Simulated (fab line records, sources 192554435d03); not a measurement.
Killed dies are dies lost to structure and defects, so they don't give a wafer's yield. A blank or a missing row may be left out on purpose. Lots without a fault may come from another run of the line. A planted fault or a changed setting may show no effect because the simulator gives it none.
Split-lot experiment | flow n5_finfet | 7 lots, 21 wafers read, on a route of 1938 steps

THE SPLIT
At N5_HKMG_FIN_ETCH_32 (etches SOC in N2/H2, target depth 240 nm, time 300 s), the setting bias_w was moved away from the recipe's 150 W on 6 of the 21 wafers read, by -17.8% to +11.9%. The other wafers ran this setting at the recipe's value.

The reading is taken at the split's own step.

THE READING
rf_vpp_V, in V, at N5_HKMG_FIN_ETCH_32 (etches SOC in N2/H2, target depth 240 nm, time 300 s). Fault-free wafers of this fab line usually give 524.8 V, standard deviation 2.2 V.

wafer  | tool, chamber at the split | bias_w as run, W | against the recipe | rf_vpp_V, V | against lot-mates on the recipe
L078.1 | rie_diel-04, 0             | 150              | recipe             | 520.1       | -
L078.2 | rie_diel-04, 2             | 150              | recipe             | 523.4       | -
L078.3 | rie_diel-04, 1             | 150              | recipe             | 526.3       | -
L081.1 | rie_diel-06, 2             | 150              | recipe             | 522.4       | -
L081.4 | rie_diel-06, 3             | 150              | recipe             | 522.2       | -
L081.5 | rie_diel-06, 2             | 167.8            | +11.9%             | 563.2       | +40.9
L082.1 | rie_diel-06, 1             | 150              | recipe             | 525.4       | -
L082.2 | rie_diel-06, 0             | 124.4            | -17.1%             | 469.5       | -54.5
L082.3 | rie_diel-06, 2             | 150              | recipe             | 522.7       | -
L083.3 | rie_diel-06, 0             | 150              | recipe             | 527.9       | -
L083.4 | rie_diel-06, 3             | 150              | recipe             | 523.7       | -
L083.6 | rie_diel-06, 0             | 150              | recipe             | 529.4       | -
L090.1 | rie_diel-06, 3             | 150              | recipe             | 523.2       | -
L090.3 | rie_diel-06, 0             | 157.7            | +5.1%              | 544.9       | +21.7
L090.6 | rie_diel-06, 0             | 157.7            | +5.1%              | 546.6       | +23.4
L093.1 | rie_diel-06, 1             | 150              | recipe             | 526.0       | -
L093.4 | rie_diel-06, 2             | 123.3            | -17.8%             | 461.6       | -65.6
L093.6 | rie_diel-06, 0             | 150              | recipe             | 528.4       | -
L095.2 | rie_diel-03, 0             | 126.6            | -15.6%             | 472.4       | -53.9
L095.3 | rie_diel-03, 1             | 150              | recipe             | 525.4       | -
L095.5 | rie_diel-03, 1             | 150              | recipe             | 527.1       | -

THE FIT
A straight line over all 21 wafers: rf_vpp_V changes by +3.41 V for each +1% of bias_w; r = +0.99; the points scatter about the line by 2.7 V.
The same after taking each lot's own level away (the mean of its wafers on the recipe; 21 wafers): +3.51 V for each +1%; r = +1.00; scatter 2.5 V.
On that fit, the largest move of bias_w shifts the reading by 63 V.
The lots' own levels span 522.30 to 527.20 V, that is 2.2 times the standard deviation above.
So the lot-to-lot level changes the slope little: the two slopes agree.
Check: with one of the wafers moved furthest among these (-17.8%) left out of the fit, the line predicts -60.3 V for it against its lot-mates. It came out at -65.6 V against them.
Tool readings at the split's step, against how far the setting was moved: rf_vpp_V r = +0.99.

OTHER SPLITS ON THESE WAFERS
These wafers also went through other splits before the reading. Each is held against what the fit with the lots' levels taken away leaves over:
other split on the same wafers | wafers away from the commonest value | r with rf_vpp_V (lot level and that fit taken away)
N5_HKMG_FIN_COAT_43 spin_rpm   | 7                                    | -0.02
N5_HKMG_FIN_ETCH_55 time_s     | 8                                    | +0.08

THE WHOLE CHAIN: every reading that the file lists as answering this split, in the file's order
step                | what it does                                         | reading                                                                           | change (the file's fit)               | r (the file's)
N5_HKMG_FIN_ETCH_32 | etches SOC in N2/H2, target depth 240 nm, time 300 s | rf_vpp_V                                                                          | +3.47 V for each +1% of the setting   | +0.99
N5_HKMG_FIN_ETCH_32 | etches SOC in N2/H2, target depth 240 nm, time 300 s | SiARC_of_HKMG_FIN_COAT_30.thk_nm (the simulator's own value, which no gauge read) | -0.159 nm for each +1% of the setting | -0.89

THE FILE'S OWN FIT
rf_vpp_V changes by +3.47 V for each +1% of bias_w, r = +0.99.
